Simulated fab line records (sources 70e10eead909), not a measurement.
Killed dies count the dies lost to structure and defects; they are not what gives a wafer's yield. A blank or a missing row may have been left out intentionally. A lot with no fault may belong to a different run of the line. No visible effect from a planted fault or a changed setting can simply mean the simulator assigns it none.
Chamber matching | flow nandHarc | 4 sister chambers for NHARC_P_GATE_ALD_36 on aldSin-01
The step deposits SiNx, target thk 20 nm, pulse time 60 s, ald cycles 223. 8 wafers are shown with their chamber, then 8 later ones without.

== EACH WAFER AND ITS CHAMBER ==
wafer  | chamber | heaterPowerW (W) | precursorPulseHeightRel
L077.5 | 1       | 906              | 0.986
L079.4 | 0       | 900              | 0.968
L081.1 | 0       | 905              | 1.006
L081.6 | 3       | 747              | 0.992
L085.1 | 2       | 789              | 0.992
L085.6 | 2       | 783              | 1.013
L085.5 | 3       | 716              | 1.010
L088.1 | 1       | 965              | 0.984

== WAFERS WHOSE CHAMBER IS MISSING ==
wafer  | heaterPowerW (W) | precursorPulseHeightRel
L088.2 | 751              | 1.005
L088.4 | 707              | 0.991
L091.1 | 723              | 1.001
L091.5 | 757              | 1.008
L091.6 | 743              | 0.965
L094.3 | 985              | 1.030
L094.1 | 741              | 1.020
L094.4 | 732              | 1.014

== WHICH CHAMBER EACH ONE RAN IN ==
wafer  | from the rows above     | in truth
L088.2 | can't be placed: 3 or 2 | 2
L088.4 | 3                       | 3
L091.1 | 3                       | 3
L091.5 | can't be placed: 3 or 2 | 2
L091.6 | can't be placed: 3 or 2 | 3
L094.3 | can't be placed: 1 or 0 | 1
L094.1 | can't be placed: 3 or 2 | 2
L094.4 | can't be placed: 3 or 2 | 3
Correct placement for 2 of the 8. Cannot be placed on the basis of these rows: 6; the candidates contain the true chamber in 6. 0 placed wrongly.
How it was worked out, from the rows above alone: a wafer's distance from a chamber is the root of the sum, over the readings, of the square of ((its reading less the chamber's mean) divided by the reading's scatter). The wafer belongs to the nearest chamber; if the next one is less than 2 further off, it can't be placed. A chamber's mean is the mean of its shown wafers. The scatter: take each reading less its chamber's mean, square it, sum over the shown wafers, divide by the number of wafers less the number of chambers, and take the root.
